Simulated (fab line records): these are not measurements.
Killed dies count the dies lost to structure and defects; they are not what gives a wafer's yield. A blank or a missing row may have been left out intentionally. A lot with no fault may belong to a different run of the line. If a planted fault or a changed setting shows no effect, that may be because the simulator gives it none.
Commonality check across tools | flow nand harc | Sampled: 12 lots, 36 wafers

WHY THIS WAS OPENED
On 3 of the 12 lots, a flag is raised at NHARC_A_CONTACT_INSPECT_10 on the reading raw defect count. No-fault wafers: 82, standard deviation 34.
Rule: a lot is flagged in two cases, either no wafer of it has a number, or all its wafers with numbers fall more than 4 standard deviations from that mean. As for the other lots, they are considered sound.

lot  | measured     | on                | raw defect count, wafer by wafer | flag
L857 | day 22 15:02 | defect inspect-02 | 80 69 72                         |
L861 | day 23 17:15 | defect inspect-02 | 60 56 68                         |
L862 | day 25 04:35 | defect inspect-02 | 59 69 53                         |
L863 | day 25 17:21 | defect inspect-02 | 72 67 76                         |
L867 | day 25 22:04 | defect inspect-01 | 69 66 51                         |
L864 | day 25 23:34 | defect inspect-02 | 112 128 132                      |
L872 | day 29 04:40 | defect inspect-01 | 812 753 696                      | FLAGGED
L875 | day 29 10:36 | defect inspect-01 | 695 733 756                      | FLAGGED
L873 | day 29 11:45 | defect inspect-02 | 770 726 730                      | FLAGGED
L874 | day 30 04:54 | defect inspect-01 | 47 74 63                         |
L877 | day 30 19:08 | defect inspect-01 | 90 85 83                         |
L878 | day 33 05:04 | defect inspect-02 | 76 69 74                         |
On average the flagged lots' numbers are 741, which is +659 against the usual, or +19 standard deviations.

LOT BY LOT: THE TOOL USED
Before the reading, the record contains 3 process steps out of a 1302-step route. Read each cell as the tool, then ch plus the chambers that the sampled wafers visited, then the start.
lot  | flag    | NHARC_A_CONTACT_ETCH_106           | NHARC_A_CONTACT_DEP_84        | NHARC_A_CONTACT_DEP_85
L857 |         | rie diel-07 ch 0,2,3, day 22 11:56 | acl dep-02 ch 0, day 22 12:53 | pecvd-04 ch 1,2, day 22 14:23
L861 |         | rie diel-07 ch 0,2,3, day 23 14:02 | acl dep-01 ch 0, day 23 14:41 | pecvd-01 ch 0,1, day 23 16:29
L862 |         | rie diel-12 ch 1,2,3, day 24 22:31 | acl dep-02 ch 0, day 25 01:59 | pecvd-04 ch 0,1,2, day 25 03:44
L863 |         | rie diel-07 ch 1,2,3, day 25 10:44 | acl dep-02 ch 0, day 25 14:41 | pecvd-04 ch 0,1, day 25 16:32
L867 |         | rie diel-07 ch 0,2,3, day 25 15:48 | acl dep-02 ch 0, day 25 19:52 | pecvd-01 ch 1,2, day 25 21:20
L864 |         | rie diel-07 ch 1,2, day 25 18:05   | acl dep-01 ch 0, day 25 21:15 | pecvd-01 ch 0,2, day 25 22:41
L872 | FLAGGED | rie diel-07 ch 0,2,3, day 28 19:11 | acl dep-02 ch 0, day 29 02:22 | pecvd-04 ch 0,1,2, day 29 03:52
L875 | FLAGGED | rie diel-07 ch 0,1,3, day 29 07:28 | acl dep-03 ch 0, day 29 08:24 | pecvd-04 ch 0,2, day 29 09:52
L873 | FLAGGED | rie diel-12 ch 1,2, day 29 07:31   | acl dep-01 ch 0, day 29 09:16 | pecvd-04 ch 0,1, day 29 11:04
L874 |         | rie diel-07 ch 0,1, day 30 01:29   | acl dep-03 ch 0, day 30 02:19 | pecvd-01 ch 1,2, day 30 04:04
L877 |         | rie diel-11 ch 2,3, day 30 14:24   | acl dep-01 ch 0, day 30 16:35 | pecvd-01 ch 0,2, day 30 18:21
L878 |         | rie diel-07 ch 0,1,2, day 33 01:33 | acl dep-03 ch 0, day 33 02:54 | pecvd-01 ch 0,1,2, day 33 04:22
What the steps here do:
- NHARC_A_CONTACT_ETCH_106: etches the open film in CF4/O2, target depth 90 nm, overetch 9 nm, time 49.5 s.
- NHARC_A_CONTACT_DEP_84: deposits aC, target thk 2800 nm.
- NHARC_A_CONTACT_DEP_85: deposits SiON, target thk 60 nm.
- NHARC_A_CONTACT_INSPECT_10

FLAGGED OVER TOTAL, TOOL BY TOOL (the gauges that took the reading come last)
step                       | tool              | lots run | flagged | share of the flagged lots | sound lots run after its first flagged lot
NHARC_A_CONTACT_ETCH_106   | rie diel-07       | 9        | 2       | some                      | 2 (L874,L878)
NHARC_A_CONTACT_ETCH_106   | rie diel-11       | 1        | 0       | none                      | -
NHARC_A_CONTACT_ETCH_106   | rie diel-12       | 2        | 1       | some                      | 0
NHARC_A_CONTACT_DEP_84     | acl dep-01        | 4        | 1       | some                      | 1 (L877)
NHARC_A_CONTACT_DEP_84     | acl dep-02        | 5        | 1       | some                      | 0
NHARC_A_CONTACT_DEP_84     | acl dep-03        | 3        | 1       | some                      | 2 (L874,L878)
NHARC_A_CONTACT_DEP_85     | pecvd-01          | 6        | 0       | none                      | -
NHARC_A_CONTACT_DEP_85     | pecvd-04          | 6        | 3       | all                       | 0
NHARC_A_CONTACT_INSPECT_10 | defect inspect-01 | 5        | 2       | some                      | 2 (L874,L877)
NHARC_A_CONTACT_INSPECT_10 | defect inspect-02 | 7        | 1       | some                      | 1 (L878)

WHAT THE TABLE ALLOWS
1 row of the table ran every flagged lot: pecvd-04 at NHARC_A_CONTACT_DEP_85.
- pecvd-04 at NHARC_A_CONTACT_DEP_85: 3 of its 6 lots flagged. A fault beginning between L863 (day 25 16:32), its last sound lot, and L872 (day 29 03:52), its first flagged one, fits the data.
pecvd-04 at NHARC_A_CONTACT_DEP_85 is the single tool remaining.

WHAT HAD BEEN PUT IN BY THE SIMULATOR
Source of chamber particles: pecvd-04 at NHARC_A_CONTACT_DEP_85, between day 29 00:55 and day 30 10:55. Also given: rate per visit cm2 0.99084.
Struck lots among those shown: L872, L875, L873. This agrees with what the rule above found.
